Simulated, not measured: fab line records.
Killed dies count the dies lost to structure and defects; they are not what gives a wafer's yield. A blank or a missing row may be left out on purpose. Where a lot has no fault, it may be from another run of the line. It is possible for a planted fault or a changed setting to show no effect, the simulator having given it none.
fab line records | flow nandHarc
[record] lots = 6 wafers = 18 lastDay = 23
route steps=1159 shown A_CONTACT@872 END@1159
lots with no fault: from the same line, run without faults
startH: the number of hours between the record's first day and the start of the first shown wafer of the lot | waitH: hours from the lot's prior step to this one | " the same as in the row above | L1.1+2: a single row standing in for several wafers | - no value, or no start given | * or withheld: withheld | < > ~ a bound
route shown NAME@n: names a module that has steps shown in the file, with the first one's number in the route | usual: mean/standard deviation of fault-free wafers | same: alike in all rows | chamber/n: place in a boat | sites: readings site by site | _std_site: the values' standard deviation | _edge_site: mean of outer sites minus mean of inner sites | radiusMm: for every site, how far away it sits from the centre of the wafer | mask NAME#n: copy n | behind: the most recent tool/chamber to have shaped the wafer | hold: what put the lot on hold/how long, in hours/how the hold closed | device: whichever transistor did not switch (one of n, p or np) | end of line: the same wafers' tests at the end of the route | step lacking rows: just its recipe | killed: dies that structure and defects cost at the first sort, which is not the same as the wafer's yield | map: shows each die of a wafer: x if killed, . if not, _ if none is there
set.NAME: setting as actually run; set.NAME@STEP: the setting as run at that earlier step | model.NAME: the simulator's own value behind a step, which no gauge read
lots at some steps of the route; a table a step, a row a wafer
services: a tool's chamber out of use, with start hour (startH, from the record's first day; less than 0 if before it), hours out, and reason
[[steps]]
[step NHARC_A_CONTACT_ETCH_121]
[recipe] sourceW = withheld pressureMtorr = 20 biasV = 3000 timeS = 94 targetDepthA = 9220 arFlowSccm = withheld c4f8FlowSccm = withheld o2FlowSccm = withheld chemistry = C4F8/O2/Ar
[same] timeS = 94
// columns lot.wafer tool chamber startH waitH rfHoursCounterH
L599.1 harCapEtch-01 1 363.77 0.1 42
L599.5 " 0 " " -
L599.6 " 1 " " -
L608.3 harCapEtch-03 1 427.16 0.1 -
L608.5 " 1 " " -
L608.6 " 0 " " -
L609.4 harCapEtch-01 1 440.68 0.1 -
L609.5 " 0 " " -
L609.6 " 1 " " -
L615.1 harCapEtch-01 0 457.81 0.1 61
L615.3 " 0 " " -
L615.6 " 1 " " -
L613.1 harCapEtch-03 1 465.03 0.1 107
L613.4 " 1 " " -
L613.6 " 1 " " -
L618.2 harCapEtch-03 1 483.49 0.1 111
L618.4 " 1 " " -
L618.6 " 0 " " -
[step NHARC_A_CONTACT_ETCH_122]
[recipe] sourceW = withheld pressureMtorr = 20 biasV = 3000 timeS = 95 targetDepthA = 9300 arFlowSccm = withheld c4f8FlowSccm = withheld o2FlowSccm = withheld chemistry = C4F8/O2/Ar
[step NHARC_A_CONTACT_ETCH_123]
[recipe] sourceW = withheld pressureMtorr = 20 biasV = 400 timeS = 253 targetDepthA = 10900 arFlowSccm = withheld c4f8FlowSccm = 11.5 o2FlowSccm = 7.2 chemistry = C4F8/O2/Ar
[step NHARC_A_CONTACT_ETCH_90]
[recipe] targetDepthA = 400 overEtchFrac = 0.5 timeS = 85.7 ionEnergyEv = 120 ch3fFlowSccm = 50 o2FlowSccm = 30 arFlowSccm = 200 rfW = 500 biasW = 100 chemistry = CH3F/O2
[step NHARC_A_CONTACT_ETCH_96]
[recipe] targetDepthA = 200 overEtchFrac = 0.5 timeS = 10 ionEnergyEv = 250 c4f6FlowSccm = 25 o2FlowSccm = 20 arFlowSccm = 500 rfW = 600 biasW = 500 chemistry = C4F6/O2
[step NHARC_A_CONTACT_CD_MEAS_53]
[usual] cdNm = 189.5/0.83
// columns lot.wafer tool chamber startH waitH cdNm
L599.1 cdSem-02 - 364.80 - 189.0
L599.5 " - " " 189.4
L599.6 " - " " 190.6
L608.3 cdSem-02 - 428.14 - 189.1
L608.5 " - " " 190.0
L608.6 " - " " 189.9
L609.4 cdSem-02 - 441.71 - 189.2
L609.5 " - " " 189.2
L609.6 " - " " 189.3
L615.1 cdSem-01 - 458.88 - 188.6
L615.3 " - " " 190.6
L615.6 " - " " 190.5
L613.1 cdSem-02 - 466.02 - 189.6
L613.4 " - " " 191.2
L613.6 " - " " 190.1
L618.2 cdSem-02 - 484.48 - 190.2
L618.4 " - " " 189.8
L618.6 " - " " 190.1
[step NHARC_A_CONTACT_STRIP_99]
[recipe] n2FlowSccm = 150 h2FlowSccm = 150 arFlowSccm = 0 biasW = 0 chemistry = N2/H2
[step NHARC_A_CONTACT_STRIP_100]
[recipe] cf4FlowSccm = 100 chf3FlowSccm = 30 arFlowSccm = 0 biasW = 0 chemistry = CF4/CHF3
[step NHARC_A_CONTACT_STRIP_101]
[recipe] o2FlowSccm = 400 cosFlowSccm = 20 arFlowSccm = 0 biasW = 0 chemistry = O2/COS
[step NHARC_A_CONTACT_ETCH_102]
[recipe] targetDepthA = 700 overetchA = 70 timeS = 38.5 ionEnergyEv = 100 cf4FlowSccm = 80 o2FlowSccm = 20 arFlowSccm = 0 rfW = 300 biasW = 100 chemistry = CF4/O2
[step NHARC_A_CONTACT_STRIP_55]
[recipe] o2FlowSccm = 500 arFlowSccm = 0 biasW = 0 chemistry = O2
[step NHARC_A_CONTACT_STRIP_56]
[recipe] timeS = 600 tempC = 30 chemistry = postEtchResidueRemover
[step NHARC_A_CONTACT_DEP_57]
[recipe] targetThkA = 28000 tempC = 400 material = aC
[usual] throttleValvePct = 35.001/0.0093
// columns lot.wafer tool chamber startH waitH throttleValvePct
L599.1 aclDep-02 0 367.24 - 34.987
L599.5 " 0 368.38 - 35.007
L599.6 " 0 " " 34.999
L608.3 aclDep-02 0 429.81 - 34.993
L608.5 " 0 " " 35.000
L608.6 " 0 " " 34.998
L609.4 aclDep-02 0 443.94 - 35.005
L609.5 " 0 " " 35.002
L609.6 " 0 " " 35.003
L615.1 aclDep-01 0 463.56 - 35.011
L615.3 " 0 " " 35.010
L615.6 " 0 " " 35.010
L613.1 aclDep-03 0 467.62 - 35.011
L613.4 " 0 " " 35.000
L613.6 " 0 " " 35.021
L618.2 aclDep-03 0 487.65 - 34.996
L618.4 " 0 " " 34.987
L618.6 " 0 " " 35.004
[step NHARC_A_CONTACT_DEP_58]
[recipe] targetThkA = 600 targetThkNm = 60 tempC = 400 pressureTorr = 3.5 flowSccm = 200 rfW = 350 material = SiON
[step NHARC_A_CONTACT_DEHYDRATE_59]
[recipe] tempC = 150 timeS = 120
[step NHARC_A_CONTACT_HMDS_60]
[recipe] timeS = 30
[step NHARC_A_CONTACT_COAT_61]
[recipe] tempC = 260 timeS = 75
[step NHARC_A_CONTACT_COAT_62]
[recipe] tempC = 225 timeS = 65
[step NHARC_A_CONTACT_COAT_63]
[recipe] spinRpm = 1500 resistThkNm = 90
[step NHARC_A_CONTACT_SOFTBAKE_64]
[recipe] tempC = 105 timeS = 55
[step NHARC_A_CONTACT_EBR_65]
[step NHARC_A_CONTACT_EXPOSE_66]
[recipe] na = 1.35 sigmaOuter = 0.8 doseMj = 59.02 maskId = A_CC_2
[step NHARC_A_CONTACT_PEB_67]
[recipe] pebTempC = 100 pebTimeS = 65
[step NHARC_A_CONTACT_DEVELOP_68]
[recipe] developTimeS = 35 devTempC = 23
[step NHARC_A_CONTACT_CD_MEAS_69]
[recipe] targetCdNm = 200 landingEnergyEv = 500
[usual] cdNm = 200.4/0.71
// columns lot.wafer tool chamber startH waitH cdNm
L599.1 cdSem-01 0 369.57 - 200.8
L599.5 " 0 " " 200.6
L599.6 " 0 " " 200.1
L608.3 cdSem-01 0 431.57 - 200.3
L608.5 " 0 " " 200.4
L608.6 " 0 " " 199.7
L609.4 cdSem-01 0 445.54 - 201.2
L609.5 " 0 " " 200.6
L609.6 " 0 " " 201.2
L615.1 cdSem-03 0 465.89 - 200.5
L615.3 " 0 " " 200.2
L615.6 " 0 " " 200.2
L613.1 cdSem-02 0 470.09 - 200.3
L613.4 " 0 " " 200.7
L613.6 " 0 " " 200.6
L618.2 cdSem-02 0 489.88 - 200.9
L618.4 " 0 " " 201.2
L618.6 " 0 " " 201.0
[step NHARC_A_CONTACT_OVL_MEAS_70]
[usual] overlayXNm = 0.0/0.6 overlayYNm = 0.1/0.8
// columns lot.wafer tool chamber startH waitH overlayXNm overlayYNm
L599.1 overlay-02 - 369.66 - 0.5 0.5
L599.5 " - " " 0.3 0.7
L599.6 " - " " 0.5 -0.2
L608.3 overlay-02 - 431.65 - 0.1 -0.7
L608.5 " - " " 0.8 -0.4
L608.6 " - " " 1.4 -0.6
L609.4 overlay-02 - 445.62 - -1.0 0.7
L609.5 " - " " -0.1 0.1
L609.6 " - " " -0.1 0.1
L615.1 overlay-02 - 465.98 - 0.8 0.2
L615.3 " - " " 1.4 1.4
L615.6 " - " " 1.3 1.1
L613.1 overlay-02 - 470.18 - 1.1 1.0
L613.4 " - " " 0.9 1.3
L613.6 " - " " 0.9 1.0
L618.2 overlay-02 - 489.97 - 0.3 0.7
L618.4 " - " " 0.2 1.0
L618.6 " - " " 0.7 1.0
[step NHARC_A_CONTACT_INSPECT_71]
[usual] rawDefectCount = 27/11
// columns lot.wafer tool chamber startH waitH rawDefectCount
L599.1 defectInspect-02 - 369.70 0.0 29
L599.5 " - " " 38
L599.6 " - " " 38
L608.3 defectInspect-02 - 431.69 0.0 10
L608.5 " - " " 7
L608.6 " - " " 12
L609.4 defectInspect-01 - 445.66 0.0 31
L609.5 " - " " 40
L609.6 " - " " 50
L615.1 defectInspect-02 - 466.01 0.0 32
L615.3 " - " " 39
L615.6 " - " " 31
L613.1 defectInspect-02 - 470.21 0.0 37
L613.4 " - " " 41
L613.6 " - " " 35
L618.2 defectInspect-01 - 490.00 0.0 18
L618.4 " - " " 14
L618.6 " - " " 20
[step NHARC_A_CONTACT_DESCUM_74]
[recipe] timeS = 3 o2FlowSccm = 200 arFlowSccm = 0 biasPowerW = 0 chemistry = O2
[step NHARC_A_CONTACT_ETCH_75]
[recipe] targetDepthA = 390 overEtchFrac = 0.3 timeS = 65 ionEnergyEv = 80 cf4FlowSccm = 150 arFlowSccm = 0 rfW = 300 biasW = 100 chemistry = CF4
[usual] drypumpMotorCurrentA = 5.70/0.24 oesProductAu = 0.999/0.012 rfVppV = 151.0/1.2 showerheadPlenumPTorr = 1.75/0.065 throttleValvePct = 13.283/0.0087
[same] timeS = 65
// columns lot.wafer tool chamber startH waitH drypumpMotorCurrentA oesProductAu rfHoursCounterH rfVppV showerheadPlenumPTorr throttleValvePct
L599.1 rieDiel-08 1 369.85 0.1 5.91 0.990 12 152.9 1.84 13.264
L599.6 " 0 " " 5.59 1.011 - 150.8 1.73 13.281
L599.5 " 1 " " 5.90 1.002 - 152.7 1.84 13.288
L608.3 rieDiel-08 0 431.85 0.1 5.60 0.999 26 151.3 1.73 13.279
L608.6 " 0 " " 5.59 1.006 - 151.4 1.73 13.279
L608.5 " 1 " " 5.92 0.999 - 152.6 1.83 13.292
L609.6 rieDiel-01 0 445.94 0.1 5.33 0.981 - 151.5 1.78 13.263
L609.5 " 1 " " 5.85 1.025 - 148.9 1.66 13.275
L609.4 " 3 " " 6.07 0.982 - 152.4 1.78 13.278
L615.1 rieDiel-08 3 466.16 0.1 5.95 0.992 24 151.5 1.72 13.284
L615.3 " 0 " " 5.57 0.990 35 150.4 1.73 13.283
L615.6 " 3 " " 5.98 0.998 - 151.5 1.72 13.276
L613.4 rieDiel-08 1 470.41 0.1 5.93 0.998 34 150.6 1.83 13.272
L613.1 " 2 " " 5.39 0.994 36 150.7 1.66 13.288
L613.6 " 3 " " 5.95 0.979 - 149.3 1.72 13.277
L618.4 rieDiel-01 0 490.15 0.1 5.36 0.987 67 150.9 1.78 13.290
L618.2 " 2 " " 5.80 0.992 41 152.1 1.84 13.286
L618.6 " 0 " " 5.37 0.986 - 151.1 1.78 13.286
[step NHARC_A_CONTACT_ETCH_76]
[recipe] targetDepthA = 2600 overEtchFrac = 0.3 timeS = 475.3 ionEnergyEv = 200 n2FlowSccm = 150 h2FlowSccm = 150 arFlowSccm = 0 rfW = 400 biasW = 150 chemistry = N2/H2
[step NHARC_A_CONTACT_ETCH_77]
[recipe] targetDepthA = 726 timeS = 36.3 cf4FlowSccm = 100 chf3FlowSccm = 30 arFlowSccm = 0 rfW = 500 biasW = 200 chemistry = CF4/CHF3
[step NHARC_A_CONTACT_ETCH_78]
[recipe] targetDepthA = 28000 overEtchFrac = 0.3 timeS = 728 ionEnergyEv = 150 o2FlowSccm = 400 cosFlowSccm = 20 arFlowSccm = 0 rfW = 500 biasW = 300 chemistry = O2/COS
[step NHARC_A_CONTACT_ETCH_124]
[recipe] sourceW = withheld pressureMtorr = 20 biasV = withheld timeS = 140 targetDepthA = 7000 arFlowSccm = withheld c4f8FlowSccm = withheld o2FlowSccm = withheld chemistry = C4F8/O2/Ar
[step NHARC_A_CONTACT_ETCH_125]
[recipe] sourceW = withheld pressureMtorr = 20 biasV = 1200 timeS = 155 targetDepthA = 9560 arFlowSccm = withheld c4f8FlowSccm = withheld o2FlowSccm = withheld chemistry = C4F8/O2/Ar
[step NHARC_A_CONTACT_ETCH_126]
[recipe] sourceW = withheld pressureMtorr = 20 biasV = 1200 timeS = 155 targetDepthA = 9560 arFlowSccm = withheld c4f8FlowSccm = withheld o2FlowSccm = withheld chemistry = C4F8/O2/Ar
[step NHARC_A_CONTACT_ETCH_127]
[recipe] sourceW = withheld pressureMtorr = 20 biasV = 1200 timeS = 155 targetDepthA = 9560 arFlowSccm = withheld c4f8FlowSccm = withheld o2FlowSccm = withheld chemistry = C4F8/O2/Ar
[same] timeS = 155
// columns lot.wafer tool chamber startH waitH rfHoursCounterH
L599.1 harCapEtch-03 1 371.39 0.1 91
L599.6 " 0 " " -
L599.5 " 1 " " -
L608.3 harCapEtch-01 1 433.63 0.1 -
L608.6 " 0 " " -
L608.5 " 1 " " -
L609.4 harCapEtch-02 1 448.51 0.1 -
L609.6 " 1 " " -
L609.5 " 0 " " -
L615.1 harCapEtch-02 0 467.70 0.1 32
L615.3 " 0 " " -
L615.6 " 0 " " -
L613.1 harCapEtch-02 0 471.95 0.1 34
L613.4 " 0 " " -
L613.6 " 0 " " -
L618.2 harCapEtch-02 1 491.70 0.1 38
L618.4 " 0 " " -
L618.6 " 0 " " -
[step NHARC_A_CONTACT_ETCH_128]
[recipe] sourceW = withheld pressureMtorr = 20 biasV = 1200 timeS = 155 targetDepthA = 9560 arFlowSccm = withheld c4f8FlowSccm = withheld o2FlowSccm = withheld chemistry = C4F8/O2/Ar
[step NHARC_A_CONTACT_ETCH_129]
[recipe] sourceW = withheld pressureMtorr = 20 biasV = 1200 timeS = 155 targetDepthA = 9560 arFlowSccm = withheld c4f8FlowSccm = withheld o2FlowSccm = withheld chemistry = C4F8/O2/Ar
[step NHARC_A_CONTACT_ETCH_130]
[recipe] sourceW = withheld pressureMtorr = 20 biasV = 1200 timeS = 155 targetDepthA = 9560 arFlowSccm = withheld c4f8FlowSccm = withheld o2FlowSccm = withheld chemistry = C4F8/O2/Ar
[step NHARC_A_CONTACT_ETCH_131]
[recipe] sourceW = withheld pressureMtorr = 20 biasV = 1200 timeS = 155 targetDepthA = 9560 arFlowSccm = withheld c4f8FlowSccm = withheld o2FlowSccm = withheld chemistry = C4F8/O2/Ar
[step NHARC_A_CONTACT_ETCH_132]
[recipe] sourceW = withheld pressureMtorr = 20 biasV = 1200 timeS = 156 targetDepthA = 9580 arFlowSccm = withheld c4f8FlowSccm = withheld o2FlowSccm = withheld chemistry = C4F8/O2/Ar
[same] timeS = 156
// columns lot.wafer tool chamber startH waitH rfHoursCounterH
L599.1 harCapEtch-03 1 372.10 0.1 92
L599.6 " 0 " " -
L599.5 " 1 " " -
L608.3 harCapEtch-01 1 434.34 0.1 -
L608.6 " 0 " " -
L608.5 " 1 " " -
L609.4 harCapEtch-02 1 449.22 0.1 -
L609.6 " 1 " " -
L609.5 " 0 " " -
L615.1 harCapEtch-02 0 468.41 0.1 33
L615.3 " 0 " " -
L615.6 " 0 " " -
L613.1 harCapEtch-02 0 472.66 0.1 34
L613.4 " 0 " " -
L613.6 " 0 " " -
L618.2 harCapEtch-02 1 492.41 0.1 39
L618.4 " 0 " " -
L618.6 " 0 " " -
[step NHARC_A_CONTACT_ETCH_133]
[recipe] sourceW = withheld pressureMtorr = 20 biasV = 400 timeS = 195 targetDepthA = 8400 arFlowSccm = withheld c4f8FlowSccm = 11.5 o2FlowSccm = 7.2 chemistry = C4F8/O2/Ar
[same] timeS = 195
// columns lot.wafer tool chamber startH waitH rfHoursCounterH
L599.1 harCapEtch-03 1 372.27 0.1 92
L599.6 " 0 " " -
L599.5 " 1 " " -
L608.3 harCapEtch-01 1 434.54 0.2 -
L608.6 " 0 " " -
L608.5 " 1 " " -
L609.4 harCapEtch-02 1 449.40 0.2 -
L609.6 " 1 " " -
L609.5 " 0 " " -
L615.1 harCapEtch-02 0 468.57 0.1 33
L615.3 " 0 " " -
L615.6 " 0 " " -
L613.1 harCapEtch-02 0 472.82 0.1 34
L613.4 " 0 " " -
L613.6 " 0 " " -
L618.2 harCapEtch-02 1 492.57 0.1 39
L618.4 " 0 " " -
L618.6 " 0 " " -
[step NHARC_END_SORT_01]
[recipe] tempC = 25
[usual] killedAtArray = 27/9.9 killedAtOther = 0.5/0.76 killedAtPeriphery = 3.4/2.2 killedDies = 31/10 killedOpen = 3.3/2 killedShort = 2.0/1.5
[same] grossDies = 677
// columns lot.wafer tool chamber startH waitH killedAtArray killedAtOther killedAtPeriphery killedDies killedOpen killedShort
L608.3 prober-01 0 494.43 3.1 410 0 1 411 4 1
L608.5 prober-01 0 496.02 3.7 452 2 2 456 3 3
L608.6 prober-01 0 496.81 4.0 451 0 7 458 3 0
L609.4 prober-02 0 512.07 3.4 441 1 1 443 2 0
L609.5 prober-02 0 512.89 3.7 450 1 6 457 1 3
L609.6 prober-02 0 513.70 4.1 420 1 5 426 3 2
L613.1 prober-02 0 531.29 2.5 38 1 3 42 4 3
L613.4 prober-02 0 533.68 3.4 38 1 1 40 1 4
L613.6 prober-02 0 535.27 4.0 31 3 2 36 4 2
// killed by level:class
L608.3 A_CONTACT:areaDep=396 A_CONTACT:chamberFilmFlake=6 A_STAIRCASE:chamberFilmFlake=2 A_SGD_CUT:geometricParticle:open=1 A_CONTACT:geometricParticle:short=1 A_CONTACT:geometricParticle:open=1 A_BLC:geometricParticle:open=1 A_M1:geometricParticle:open=1
L608.5 A_CONTACT:areaDep=443 A_CHANNEL_HOLE_D1:chamberFilmFlake=2 A_CONTACT:chamberFilmFlake=2 P_CONTACT:geometricParticle:short=1 P_CONTACT:geometricParticle:open=1 A_SOURCE_PLATE:geometricParticle:short=1 A_CHANNEL_FILL_D1:geometricParticle:open=1 A_WL_FILL:geometricParticle:open=1
L608.6 A_CONTACT:areaDep=439 P_STI:chamberFilmFlake=5 A_CHANNEL_HOLE_D1:chamberFilmFlake=4 A_STAIRCASE:chamberFilmFlake=3 A_CONTACT:chamberFilmFlake=2 P_M0:geometricParticle:open=1 A_ONON_D1:geometricParticle:open=1 A_M0:geometricParticle:open=1
L609.4 A_CONTACT:areaDep=411 A_CHANNEL_HOLE_D1:chamberFilmFlake=16 A_STAIRCASE:chamberFilmFlake=12 P_M0:geometricParticle:open=1 A_SGD_CUT:geometricParticle:open=1 A_SLIT:chamberFilmFlake=1 THIN_TSV:chamberFilmFlake=1
L609.5 A_CONTACT:areaDep=418 A_CHANNEL_HOLE_D1:chamberFilmFlake=16 A_STAIRCASE:chamberFilmFlake=11 P_GATE:chamberFilmFlake=3 A_SLIT:chamberFilmFlake=2 P_CONTACT:geometricParticle:open=1 P_M0:geometricParticle:short=1 A_ONON_D1:geometricParticle:short=1
L609.6 A_CONTACT:areaDep=381 A_CHANNEL_HOLE_D1:chamberFilmFlake=28 A_STAIRCASE:chamberFilmFlake=8 P_M0:geometricParticle:open=2 P_GATE:chamberFilmFlake=2 P_CONTACT:geometricParticle:open=1 A_SOURCE_PLATE:geometricParticle:short=1 A_WL_FILL:geometricParticle:short=1
L613.1 A_SLIT:chamberFilmFlake=18 A_CHANNEL_HOLE_D1:chamberFilmFlake=6 A_STAIRCASE:chamberFilmFlake=4 A_CONTACT:geometricParticle:open=2 P_CONTACT:chamberFilmFlake=2 A_ZERO_WELL:chamberFilmFlake=2 A_CONTACT:chamberFilmFlake=2 P_M0:geometricParticle:open=1
L613.4 A_SLIT:chamberFilmFlake=15 A_CHANNEL_HOLE_D1:chamberFilmFlake=8 A_CONTACT:chamberFilmFlake=5 A_ONON_D1:geometricParticle:short=2 A_STAIRCASE:chamberFilmFlake=2 A_SOURCE_PLATE:geometricParticle:short=1 A_CONTACT:geometricParticle:short=1 A_M0:geometricParticle:open=1
L613.6 A_SLIT:chamberFilmFlake=14 A_CHANNEL_HOLE_D1:chamberFilmFlake=6 A_CONTACT:chamberFilmFlake=4 THIN_TSV:chamberFilmFlake=3 A_STAIRCASE:chamberFilmFlake=2 P_M0:geometricParticle:short=1 P_M0:geometricParticle:open=1 A_ONON_D1:geometricParticle:open=1
// map L608.6 (x killed, . not)
____________x____________
_________xxxxxxx_________
_______xxx.xxxxxxx_______
______xx.xxxxxxxxxx______
_____xxxxxxxxxxxxxxx_____
____xxxxxxx.xxxxxxxxx____
____xxxxxxxxxxxxxxxxx____
___xxxxxxxxxxxx.xxxxxx___
___xxxxxxxxxxxxx.xx.xx___
__xxxxxx.......xxxxxxxx__
__xx.x.x..xxxxxxxxxxxxx__
_xxxxx.xxxxxxxxxxxxxx.xx_
_xxxxxxxxxxxxxxxxxxx.xxx_
_x.xxx.xxxxxx.xxx.xxxxxx_
_xxxxxxx.xx.x.x....xxx.x_
_xxxx.x.x.x.x..x.x.xxxxx_
x.x...xxxxxxxx.xxx.....xx
xxxxxx.xxx.xx..x.x.xxxxxx
xxxxxxxxxxxx.x...x.xxxxxx
.xxx..x.x..x....x.xx.x.x.
.xxx.xx.xxx..x.x.xxx.xxxx
_.xxxxxxx.xx...x.xxxxxx._
_x.x.........x.x...x.xxx_
_x.xx.x..xxx.x.....x.xxx_
_...xxxxxx..xx..xxxx.x.x_
_x.x...xx.x...xxxx.xxx.._
__xx.xx...x...x.x...xx.__
__xx.xxxxxxxxx...xx.x..__
___.xxx.xx..x...xx...x___
___xxx..xx...x..xx....___
____xxxx...x..x....xx____
____xxxx.xx.xx...x...____
_____xxx....x.x.xxxx_____
______.x..x..xx.x.x______
_______xx..x....x._______
_________..xx..._________
____________.____________
// map L609.5 (x killed, . not)
____________x____________
_________xxxxxxx_________
_______xxxxxxxxxxx_______
______xxxxx.xxxxxxx______
_____xxxxxxxxxxxxxxx_____
____xxxxxxxxxx.xxxxxx____
____xxxxxxxx..xxxxxxx____
___xxxxxxx.xxxxxxxxxxx___
___xxxxxxxx.xxxxxxxxxx___
__xxxx.xxxxxxxxxxxxxxxx__
__xxxxxx.x.x.x..xxxxxxx__
_xx..xx.x.x..xxxx.x.xxxx_
_xxxxxxxx.x.xxxx.xxxxxxx_
_xxxxxxxx...x...xx.xxxxx_
_xxxxx......x...xx.xxxxx_
_xx.xxx...x.xxxx.xx.xxxx_
xx.xxx....x....x.x.x.xxxx
xxx.xxx.......x...xxxxxxx
xxxxxx........x....xxxxxx
xxxx..............xx.xxxx
xxxxx..x....x......xxxxxx
_xx...x......xx..xxx.xxx_
_xx.x..........xxxxxxxxx_
_xxxxxxx.xxx.xx.....xxxx_
_.x.x.xxx.x...x..xxx.xxx_
_xxxxx...x...x..x..xxxxx_
__xx..x...x....x....xxx__
__.xx.x.x....xxx.xxxxxx__
___x...x..x..xx...xxxx___
___x..xxxxx....xxxx.xx___
____xx.x.x.xx...x..x.____
____xx...xxx.xxxxxxxx____
_____xxxxxx...xxxx.x_____
______xxx..xx.x.xxx______
_______x.xxx.xxxxx_______
_________xxxxxxx_________
____________x____________
[[services]]
// columns tool chamber startH hours kind
aclDep-02 - 352.25 13.0 pm
rieDiel-08 3 359.70 1.3 repair
rieDiel-08 0 359.91 - clean
rieDiel-08 1 359.91 - clean
rieDiel-08 2 359.91 - clean
rieDiel-01 2 362.64 2.9 repair
rieDiel-08 0 384.41 - clean
rieDiel-08 1 384.41 - clean
rieDiel-08 2 384.41 - clean
rieDiel-08 3 384.41 - clean
aclDep-03 - 407.08 13.0 pm
rieDiel-08 0 408.91 - clean
rieDiel-08 1 408.91 - clean
rieDiel-08 2 408.91 - clean
rieDiel-08 3 408.91 - clean
rieDiel-01 2 423.97 50.2 repair
rieDiel-08 0 433.41 - clean
rieDiel-08 1 437.38 8.4 repair
harCapEtch-03 - 446.99 7.1 repair
rieDiel-08 2 461.42 1.3 repair
rieDiel-01 3 466.91 9.3 repair
aclDep-01 - 476.28 13.0 pm
rieDiel-08 - 478.80 9.0 pm
rieDiel-01 - 491.88 9.0 pm
[[key]]
[firstSign] step = NHARC_END_SORT_01 reading = killedAtArray direction = up sigmas = 42 usual = 27 struck = 437
[effect] step = NHARC_END_SORT_01 reading = killedDies direction = up sigmas = 41 usual = 31 struck = 442
[moreKillsBornAt] NHARC_A_CONTACT_DEP_57@aclDep-02 = 2488
metAt NHARC_A_CONTACT_DEP_57
struckWafers L608.3,L608.5,L608.6,L609.4,L609.5,L609.6
laterRowsLeftOut L608.3,L608.5,L608.6,L609.4,L609.5,L609.6
testerLeftOut L608,L609
onsetBetween 367.24 429.81
[fault] kind = processParameterDrift tool = aclDep-02 chamber = 0 onsetH = 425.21 steps = NHARC_A_CONTACT_DEP_57 channel = targetThkA offset = * shape = step endH = 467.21 actsIn = * stated = *
// testerLeftOut: of these lots the tester's yield and bins aren't shown, on N5 and GAA mostly nor the transistor test; their killed dies are dies lost to structure and defects alone, not to doping, threshold or leakage, so they don't give the yield
// laterRowsLeftOut: the simulator's readings of these wafers behind a module that went badly wrong aren't trusted and aren't shown, but for the sort
